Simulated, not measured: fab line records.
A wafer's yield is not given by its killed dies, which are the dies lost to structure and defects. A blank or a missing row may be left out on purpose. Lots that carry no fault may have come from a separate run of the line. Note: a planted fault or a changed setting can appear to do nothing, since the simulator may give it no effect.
Chamber matching | flow nand harc | NHARC_P_M0_CMP_23 on cmp-01 has 4 sister chambers
The step polishes, t overpolish 20 s, target thk 117.54 nm. 24 wafers are shown with their chamber, then 12 later ones without.

## WAFERS PAIRED WITH THEIR CHAMBERS
wafer  | chamber | motor current A (A) | time to endpoint s (s) | retaining ring pressure frac
L074.2 | 0       | 11.4                | 29.7                   | 1.002
L074.3 | 3       | 10.9                | 23.9                   | 0.994
L074.4 | 2       | 12.6                | 25.6                   | 0.996
L075.2 | 2       | 12.5                | 25.3                   | 0.993
L075.3 | 0       | 12.0                | 27.9                   | 1.008
L075.5 | 0       | 11.3                | 29.4                   | 1.004
L078.2 | 2       | 12.3                | 25.0                   | 1.001
L078.4 | 1       | 14.2                | 31.6                   | 1.000
L078.5 | 0       | 11.7                | 26.9                   | 1.003
L077.1 | 2       | 11.7                | 24.3                   | 1.003
L077.5 | 1       | 13.8                | 31.8                   | 1.002
L077.6 | 0       | 11.8                | 26.5                   | 0.999
L079.2 | 2       | 12.3                | 25.6                   | 1.006
L079.4 | 1       | 14.0                | 29.2                   | 0.990
L079.5 | 0       | 11.5                | 26.4                   | 0.998
L082.1 | 0       | 11.8                | 27.5                   | 1.004
L082.4 | 3       | 11.6                | 25.5                   | 1.004
L082.5 | 3       | 12.0                | 22.8                   | 1.000
L087.1 | 2       | 11.9                | 26.1                   | 1.006
L087.2 | 1       | 13.5                | 34.6                   | 0.989
L087.3 | 3       | 11.8                | 25.2                   | 0.989
L088.1 | 3       | 11.1                | 24.6                   | 0.997
L088.3 | 2       | 11.8                | 27.3                   | 0.998
L088.4 | 0       | 12.0                | 26.9                   | 0.997

SIGNATURES (averages over the wafers above)
reading                      | chamber 0 | chamber 1 | chamber 2 | chamber 3 | scatter within a chamber
motor current A              | 11.688    | 13.875    | 12.157    | 11.480    | 0.345
time to endpoint s           | 27.650    | 31.800    | 25.600    | 24.400    | 1.34
retaining ring pressure frac | 1.00188   | 0.99525   | 1.00043   | 0.99680   | 0.00505
Rule: for each reading, subtract the chamber's mean from the wafer's reading, divide by that reading's scatter and square the result; add these up over the readings and take the root, which gives the wafer's distance from the chamber. If the next closest chamber is less than 2 further off than the closest, the wafer can't be placed; otherwise it belongs to the closest. The scatter: take each reading less its chamber's mean, square it, sum over the shown wafers, divide by the number of wafers less the number of chambers, and take the root.

## WAFERS WHOSE CHAMBER IS MISSING
wafer  | motor current A (A) | time to endpoint s (s) | retaining ring pressure frac
L089.1 | 12.0                | 29.7                   | 1.003
L089.2 | 11.6                | 23.6                   | 0.997
L089.3 | 12.4                | 26.8                   | 0.994
L091.1 | 12.0                | 30.1                   | 0.997
L091.3 | 13.8                | 37.8                   | 1.004
L091.5 | 11.5                | 26.9                   | 0.999
L093.1 | 11.5                | 28.6                   | 1.006
L093.3 | 12.3                | 22.5                   | 0.991
L093.5 | 12.3                | 24.4                   | 1.013
L094.1 | 11.3                | 25.2                   | 1.002
L094.4 | 11.6                | 27.1                   | 1.005
L094.5 | 11.8                | 28.4                   | 0.998

## CHAMBER TAKEN BY EACH
wafer  | from the rows above          | in truth
L089.1 | can't be placed: 0 or 2      | 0
L089.2 | can't be placed: 3 or 2      | 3
L089.3 | can't be placed: 2 or 0 or 3 | 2
L091.1 | can't be placed: 0 or 2      | 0
L091.3 | 1                            | 1
L091.5 | can't be placed: 0 or 3 or 2 | 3
L093.1 | can't be placed: 0 or 2      | 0
L093.3 | can't be placed: 3 or 2 or 0 | 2
L093.5 | can't be placed: 2 or 0 or 3 | 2
L094.1 | can't be placed: 3 or 0 or 2 | 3
L094.4 | can't be placed: 0 or 2 or 3 | 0
L094.5 | can't be placed: 0 or 2      | 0
Correctly placed: 1 of 12. Can't be placed from these rows: 11 (the true chamber is among the candidates in 11). Number placed wrongly: 0.
